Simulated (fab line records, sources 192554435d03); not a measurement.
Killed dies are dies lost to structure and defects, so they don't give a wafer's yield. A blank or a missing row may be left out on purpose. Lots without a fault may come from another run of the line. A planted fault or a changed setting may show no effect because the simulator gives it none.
Which tool did it? | flow n5_finfet | 24 lots, 72 wafers sampled, at 6 steps of a route of 1938

WHAT THE GAUGES READ, wafer by wafer
N5_BEOL_M5_INSPECT_30: inspects for defects (brightfield). Usual: raw_defect_count 470, standard deviation 110.
lot  | measured     | on                | raw_defect_count | flag
L074 | day 7 23:07  | defect_inspect-02 | 488 505 453      |
L075 | day 8 03:59  | defect_inspect-01 | 511 530 518      |
L076 | day 8 18:48  | defect_inspect-02 | 544 623 614      |
L077 | day 8 19:40  | defect_inspect-02 | 580 521 487      |
L078 | day 8 21:35  | defect_inspect-01 | 470 513 457      |
L079 | day 9 00:44  | defect_inspect-02 | 452 529 600      |
L080 | day 9 04:19  | defect_inspect-01 | 356 311 455      |
L081 | day 9 20:56  | defect_inspect-02 | 315 382 304      |
L082 | day 10 04:30 | defect_inspect-01 | 317 594 324      |
L083 | day 10 11:20 | defect_inspect-02 | 507 400 421      |
L084 | day 10 14:11 | defect_inspect-02 | 512 620 489      |
L085 | day 10 14:21 | defect_inspect-02 | 642 456 465      |
L086 | day 11 07:02 | defect_inspect-02 | 424 275 309      |
L088 | day 11 07:28 | defect_inspect-01 | 521 485 395      |
L087 | day 11 13:15 | defect_inspect-01 | 586 625 634      |
L089 | day 11 23:49 | defect_inspect-01 | 607 497 510      |
L090 | day 12 08:10 | defect_inspect-02 | 466 456 539      |
L091 | day 12 10:39 | defect_inspect-01 | 422 512 265      |
L092 | day 12 15:00 | defect_inspect-01 | 328 332 325      |
L093 | day 12 22:10 | defect_inspect-02 | 399 373 420      |
L094 | day 13 01:58 | defect_inspect-01 | 438 655 470      |
L095 | day 13 09:45 | defect_inspect-02 | 502 402 524      |
L096 | day 13 16:20 | defect_inspect-01 | 698 599 538      |
L097 | day 13 18:46 | defect_inspect-02 | 558 472 572      |

N5_BEOL_M6_CD_MEAS_18: pitch 80 nm, target cd 40 nm. Usual: cd_nm 40.0 nm, standard deviation 0.74.
lot  | measured     | on        | cd_nm (nm)     | flag
L074 | day 8 10:12  | cd_sem-01 | 40.0 40.6 39.0 |
L075 | day 8 18:29  | cd_sem-01 | 41.2 40.1 40.6 |
L076 | day 9 05:06  | cd_sem-01 | 40.6 40.0 39.7 |
L077 | day 9 05:47  | cd_sem-03 | 40.3 38.6 40.5 |
L078 | day 9 08:17  | cd_sem-01 | 41.5 40.5 40.0 |
L079 | day 9 10:55  | cd_sem-02 | 39.4 41.1 40.0 |
L080 | day 9 15:02  | cd_sem-02 | 39.4 39.9 38.9 |
L081 | day 10 09:53 | cd_sem-02 | 41.2 40.1 39.0 |
L082 | day 10 16:58 | cd_sem-03 | 40.1 40.6 40.0 |
L083 | day 11 06:11 | cd_sem-02 | 39.8 40.6 40.8 |
L084 | day 10 23:29 | cd_sem-01 | 40.3 41.1 41.7 |
L085 | day 11 02:54 | cd_sem-01 | 39.5 39.1 38.8 |
L086 | day 11 19:28 | cd_sem-01 | 41.0 40.1 39.9 |
L088 | day 11 18:44 | cd_sem-02 | 39.8 40.9 40.3 |
L087 | day 11 23:36 | cd_sem-02 | 40.2 40.3 40.0 |
L089 | day 12 10:28 | cd_sem-02 | 39.0 39.7 41.0 |
L090 | day 12 20:02 | cd_sem-02 | 39.9 40.7 40.8 |
L091 | day 12 23:58 | cd_sem-03 | 39.3 40.0 40.4 |
L092 | day 13 03:38 | cd_sem-01 | 39.6 39.4 40.1 |
L093 | day 13 11:16 | cd_sem-01 | 40.7 40.0 40.4 |
L094 | day 13 12:13 | cd_sem-01 | 40.1 39.6 39.5 |
L095 | day 13 20:34 | cd_sem-01 | 41.3 40.5 40.5 |
L096 | day 14 04:15 | cd_sem-03 | 38.9 39.1 39.9 |
L097 | day 14 04:49 | cd_sem-03 | 39.1 39.7 39.8 |

WHICH TOOL RAN EACH LOT (tool, then ch and the chambers of the sampled wafers, then the start)
lot  | N5_BEOL_M4_CMP_52             | N5_BEOL_M5_HM_OPEN_17             | N5_BEOL_M5_SPUTTER_48        | N5_BEOL_M5_SPUTTER_90
L074 | cmp-04 ch 0,2, day 7 17:41    | rie_metal-02 ch 0,1, day 7 21:25  | pvd_sputter-03, day 8 01:37  | pvd_sputter-03, day 8 05:58
L075 | cmp-01 ch 0,2,3, day 7 22:11  | rie_metal-03 ch 0,1, day 8 03:05  | pvd_sputter-03, day 8 06:56  | pvd_sputter-03, day 8 12:50
L076 | cmp-01 ch 0,1,3, day 8 14:10  | rie_metal-02 ch 1, day 8 17:50    | pvd_sputter-02, day 8 20:31  | pvd_sputter-02, day 9 00:52
L077 | cmp-03 ch 1,2,3, day 8 14:31  | rie_metal-03 ch 0,1, day 8 18:56  | pvd_sputter-03, day 8 21:16  | pvd_sputter-03, day 9 01:37
L078 | cmp-01 ch 0,3, day 8 16:34    | rie_metal-02 ch 0,1, day 8 20:21  | pvd_sputter-01, day 8 23:35  | pvd_sputter-01, day 9 03:56
L079 | cmp-01 ch 1,3, day 8 18:25    | rie_metal-01 ch 0,1, day 8 22:20  | pvd_sputter-03, day 9 02:50  | pvd_sputter-03, day 9 07:11
L080 | cmp-03 ch 0,1,3, day 8 22:42  | rie_metal-03 ch 0,1, day 9 02:32  | pvd_sputter-02, day 9 06:40  | pvd_sputter-02, day 9 11:01
L081 | cmp-04 ch 0,2,3, day 9 14:14  | rie_metal-02 ch 0,1, day 9 19:43  | pvd_sputter-01, day 10 00:49 | pvd_sputter-01, day 10 05:10
L082 | cmp-04 ch 0,1, day 10 00:22   | rie_metal-03 ch 0,1, day 10 03:47 | pvd_sputter-03, day 10 07:56 | pvd_sputter-03, day 10 12:17
L083 | cmp-04 ch 1,3, day 10 05:34   | rie_metal-01 ch 0, day 10 09:36   | pvd_sputter-03, day 10 13:20 | pvd_sputter-03, day 11 00:01
L084 | cmp-01 ch 0,2,3, day 10 08:35 | rie_metal-02 ch 0,1, day 10 12:45 | pvd_sputter-02, day 10 15:59 | pvd_sputter-02, day 10 20:20
L085 | cmp-04 ch 0,1,2, day 10 08:37 | rie_metal-01 ch 0,1, day 10 12:50 | pvd_sputter-01, day 10 16:39 | pvd_sputter-01, day 10 21:00
L086 | cmp-01 ch 0,2,3, day 11 01:55 | rie_metal-03 ch 0,1, day 11 06:19 | pvd_sputter-01, day 11 09:05 | pvd_sputter-01, day 11 13:59
L088 | cmp-04 ch 0,2,3, day 11 02:37 | rie_metal-02 ch 1, day 11 06:40   | pvd_sputter-02, day 11 09:37 | pvd_sputter-02, day 11 13:58
L087 | cmp-04 ch 0,1,2, day 11 06:42 | rie_metal-03 ch 0,1, day 11 10:46 | pvd_sputter-02, day 11 15:37 | pvd_sputter-02, day 11 19:58
L089 | cmp-01 ch 0,3, day 11 17:18   | rie_metal-03 ch 1, day 11 23:09   | pvd_sputter-01, day 12 01:33 | pvd_sputter-01, day 12 05:53
L090 | cmp-01 ch 1,2, day 12 01:38   | rie_metal-01 ch 1, day 12 07:19   | pvd_sputter-03, day 12 11:42 | pvd_sputter-03, day 12 16:02
L091 | cmp-03 ch 0,2,3, day 12 04:28 | rie_metal-03 ch 0,1, day 12 09:41 | pvd_sputter-01, day 12 15:08 | pvd_sputter-01, day 12 19:29
L092 | cmp-04 ch 0,1,2, day 12 09:44 | rie_metal-01 ch 0,1, day 12 13:59 | pvd_sputter-03, day 12 19:23 | pvd_sputter-03, day 13 00:17
L093 | cmp-04 ch 1,2,3, day 12 15:36 | rie_metal-03 ch 0,1, day 12 19:52 | pvd_sputter-03, day 13 00:22 | pvd_sputter-03, day 13 05:16
L094 | cmp-04 ch 1,2, day 12 18:54   | rie_metal-03 ch 0,1, day 12 23:32 | pvd_sputter-01, day 13 03:56 | pvd_sputter-01, day 13 08:17
L095 | cmp-04 ch 0,1,2, day 13 02:48 | rie_metal-02 ch 0,1, day 13 06:55 | pvd_sputter-02, day 13 12:07 | pvd_sputter-02, day 13 16:28
L096 | cmp-01 ch 1,2,3, day 13 11:36 | rie_metal-03 ch 0,1, day 13 15:28 | pvd_sputter-03, day 13 19:25 | pvd_sputter-03, day 14 00:19
L097 | cmp-04 ch 2,3, day 13 11:46   | rie_metal-02 ch 0,1, day 13 15:46 | pvd_sputter-01, day 13 20:49 | pvd_sputter-01, day 14 01:10
- N5_BEOL_M4_CMP_52: polishes, stops on SiOC, t overpolish 6.8 s, target thk 40 nm.
- N5_BEOL_M5_HM_OPEN_17: chemistry Cl2/BCl3, target TiN, target depth 20 nm, overetch 6 nm.
- N5_BEOL_M5_SPUTTER_48: material Cu, target thk 15 nm, time 27.62 s.
- N5_BEOL_M5_SPUTTER_90: material Cu, target thk 4.5 nm, time 8.29 s.

WHAT THE TOOLS THEMSELVES READ (means of the sampled wafers that have a number; where no wafer has one, the mark that the record gives instead)
N5_BEOL_M4_CMP_52. Usual: barrier_field_endpoint_s 24.7 s, standard deviation 0.83; motor_current_A 6.2 A, standard deviation 0.65; overpolish_run_s 6.801 s, standard deviation 0.01; pad_life_wafers 924, standard deviation 570; time_to_endpoint_s 63 s, standard deviation 4.3.
lot  | tool   | barrier_field_endpoint_s (s) | motor_current_A (A) | overpolish_run_s (s) | pad_life_wafers | time_to_endpoint_s (s) | flag
L074 | cmp-04 | 24.1                         | 6.6                 | 6.798                | 92              | 63                     |
L075 | cmp-01 | 26.1                         | 6.6                 | 6.794                | 1723            | 70                     |
L076 | cmp-01 | 24.7                         | 6.5                 | 6.801                | 1861            | 65                     |
L077 | cmp-03 | 24.2                         | 6.3                 | 6.792                | 926             | 60                     |
L078 | cmp-01 | 25.4                         | 6.5                 | 6.807                | 1878            | 70                     |
L079 | cmp-01 | 25.8                         | 6.6                 | 6.797                | 1897            | 65                     |
L080 | cmp-03 | 24.0                         | 6.0                 | 6.789                | 992             | 59                     |
L081 | cmp-04 | 24.6                         | 6.5                 | 6.791                | 422             | 64                     |
L082 | cmp-04 | 24.7                         | 5.7                 | 6.802                | 558             | 63                     |
L083 | cmp-04 | 24.6                         | 5.2                 | 6.799                | 614             | 62                     |
L084 | cmp-01 | 24.7                         | 6.6                 | 6.807                | 2               | 68                     |
L085 | cmp-04 | 25.1                         | 5.9                 | 6.806                | 649             | 65                     |
L086 | cmp-01 | 24.4                         | 6.5                 | 6.802                | 133             | 63                     |
L088 | cmp-04 | 24.9                         | 6.3                 | 6.798                | 800             | 63                     |
L087 | cmp-04 | 24.2                         | 6.5                 | 6.805                | 842             | 64                     |
L089 | cmp-01 | 25.7                         | 6.4                 | 6.804                | 300             | 68                     |
L090 | cmp-01 | 24.8                         | 6.7                 | 6.803                | 360             | 64                     |
L091 | cmp-03 | 23.8                         | 6.1                 | 6.804                | 1604            | 60                     |
L092 | cmp-04 | 24.1                         | 6.1                 | 6.800                | 1088            | 65                     |
L093 | cmp-04 | 24.5                         | 5.6                 | 6.804                | 1136            | 62                     |
L094 | cmp-04 | 24.5                         | 5.5                 | 6.801                | 1164            | 61                     |
L095 | cmp-04 | 24.6                         | 6.2                 | 6.800                | 1214            | 64                     |
L096 | cmp-01 | 25.8                         | 6.8                 | 6.783                | 620             | 67                     |
L097 | cmp-04 | 25.0                         | 6.2                 | 6.812                | 1296            | 64                     |

N5_BEOL_M5_HM_OPEN_17. Usual: drypump_motor_current_A 5.7 A, standard deviation 0.46; oes_product_au 0.69 a.u., standard deviation 0.091; throttle_valve_pct 22.33 %, standard deviation 0.22.
lot  | tool         | drypump_motor_current_A (A) | oes_product_au (a.u.) | throttle_valve_pct (%) | flag
L074 | rie_metal-02 | 5.0                         | 0.64                  | 22.50                  |
L075 | rie_metal-03 | 6.0                         | 0.73                  | 22.18                  |
L076 | rie_metal-02 | 4.7                         | 0.56                  | 22.67                  |
L077 | rie_metal-03 | 6.0                         | 0.72                  | 22.19                  |
L078 | rie_metal-02 | 5.3                         | 0.70                  | 22.37                  |
L079 | rie_metal-01 | 5.8                         | 0.76                  | 22.24                  |
L080 | rie_metal-03 | 6.0                         | 0.72                  | 22.18                  |
L081 | rie_metal-02 | 5.3                         | 0.69                  | 22.38                  |
L082 | rie_metal-03 | 6.0                         | 0.71                  | 22.20                  |
L083 | rie_metal-01 | 5.6                         | 0.79                  | 22.29                  |
L084 | rie_metal-02 | 5.3                         | 0.68                  | 22.39                  |
L085 | rie_metal-01 | 5.7                         | 0.76                  | 22.28                  |
L086 | rie_metal-03 | 6.0                         | 0.70                  | 22.21                  |
L088 | rie_metal-02 | 4.7                         | 0.55                  | 22.67                  |
L087 | rie_metal-03 | 6.0                         | 0.65                  | 22.36                  |
L089 | rie_metal-03 | 6.0                         | 0.75                  | 22.06                  |
L090 | rie_metal-01 | 5.9                         | 0.71                  | 22.25                  |
L091 | rie_metal-03 | 6.0                         | 0.64                  | 22.36                  |
L092 | rie_metal-01 | 5.7                         | 0.74                  | 22.27                  |
L093 | rie_metal-03 | 6.0                         | 0.70                  | 22.20                  |
L094 | rie_metal-03 | 6.0                         | 0.64                  | 22.38                  |
L095 | rie_metal-02 | 5.0                         | 0.60                  | 22.56                  |
L096 | rie_metal-03 | 6.0                         | 0.69                  | 22.22                  |
L097 | rie_metal-02 | 5.0                         | 0.60                  | 22.54                  |

N5_BEOL_M5_SPUTTER_48. Usual: substrate_temp_c -20.00 C, standard deviation 0.1; throttle_valve_pct 29.8 %, standard deviation 0.75.
lot  | tool           | substrate_temp_c (C) | throttle_valve_pct (%) | flag
L074 | pvd_sputter-03 | -19.97               | 31.0                   |
L075 | pvd_sputter-03 | -19.93               | 30.0                   |
L076 | pvd_sputter-02 | -20.02               | 29.5                   |
L077 | pvd_sputter-03 | -19.89               | 29.8                   |
L078 | pvd_sputter-01 | -19.96               | 29.7                   |
L079 | pvd_sputter-03 | -20.02               | 30.4                   |
L080 | pvd_sputter-02 | -19.94               | 29.8                   |
L081 | pvd_sputter-01 | -20.03               | 29.5                   |
L082 | pvd_sputter-03 | -20.02               | 30.7                   |
L083 | pvd_sputter-03 | -20.07               | 30.1                   |
L084 | pvd_sputter-02 | -20.07               | 29.7                   |
L085 | pvd_sputter-01 | -19.93               | 29.1                   |
L086 | pvd_sputter-01 | -19.94               | 29.3                   |
L088 | pvd_sputter-02 | -19.98               | 29.4                   |
L087 | pvd_sputter-02 | -20.01               | 29.2                   |
L089 | pvd_sputter-01 | -20.11               | 29.8                   |
L090 | pvd_sputter-03 | -20.10               | 30.9                   |
L091 | pvd_sputter-01 | -20.08               | 29.2                   |
L092 | pvd_sputter-03 | -19.97               | 30.5                   |
L093 | pvd_sputter-03 | -19.96               | 30.5                   |
L094 | pvd_sputter-01 | -19.96               | 28.9                   |
L095 | pvd_sputter-02 | -19.93               | 29.6                   |
L096 | pvd_sputter-03 | -20.06               | 30.6                   |
L097 | pvd_sputter-01 | -19.96               | 29.2                   |

N5_BEOL_M5_SPUTTER_90. Usual: substrate_temp_c -20.00 C, standard deviation 0.12; throttle_valve_pct 29.8 %, standard deviation 0.73.
lot  | tool           | substrate_temp_c (C) | throttle_valve_pct (%) | flag
L074 | pvd_sputter-03 | -20.01               | 30.7                   |
L075 | pvd_sputter-03 | -19.98               | 30.0                   |
L076 | pvd_sputter-02 | -19.99               | 29.3                   |
L077 | pvd_sputter-03 | -19.91               | 29.9                   |
L078 | pvd_sputter-01 | -20.09               | 29.6                   |
L079 | pvd_sputter-03 | -19.93               | 30.6                   |
L080 | pvd_sputter-02 | -19.88               | 29.6                   |
L081 | pvd_sputter-01 | -19.97               | 29.3                   |
L082 | pvd_sputter-03 | -20.02               | 30.7                   |
L083 | pvd_sputter-03 | -20.00               | 30.1                   |
L084 | pvd_sputter-02 | -19.90               | 29.7                   |
L085 | pvd_sputter-01 | -20.04               | 29.2                   |
L086 | pvd_sputter-01 | -19.94               | 29.5                   |
L088 | pvd_sputter-02 | -20.00               | 29.6                   |
L087 | pvd_sputter-02 | -19.99               | 29.4                   |
L089 | pvd_sputter-01 | -20.08               | 29.6                   |
L090 | pvd_sputter-03 | -19.99               | 31.0                   |
L091 | pvd_sputter-01 | -20.11               | 29.1                   |
L092 | pvd_sputter-03 | -20.10               | 30.5                   |
L093 | pvd_sputter-03 | -20.01               | 30.2                   |
L094 | pvd_sputter-01 | -20.00               | 28.8                   |
L095 | pvd_sputter-02 | -20.08               | 29.5                   |
L096 | pvd_sputter-03 | -19.98               | 30.8                   |
L097 | pvd_sputter-01 | -19.96               | 29.1                   |

THE ANSWER, worked out from the rows above alone
Rule: a lot is off if the mean of its wafers that have a number lies more than 3 standard deviations from the usual mean. A lot without any number at a reading at which 4 lots or more have one is off too. The other lots that the step has rows for count as sound. The gauges are gone through in route order, then the tools' own readings, and for those a lot's mean is taken as printed above. The first step at which some lot is off is used, and at that step the reading that is off furthest; a lot without a number counts as furthest.
No lot is off at any reading shown: from this, nothing can be told.

WHAT THE SIMULATOR HAD PUT IN
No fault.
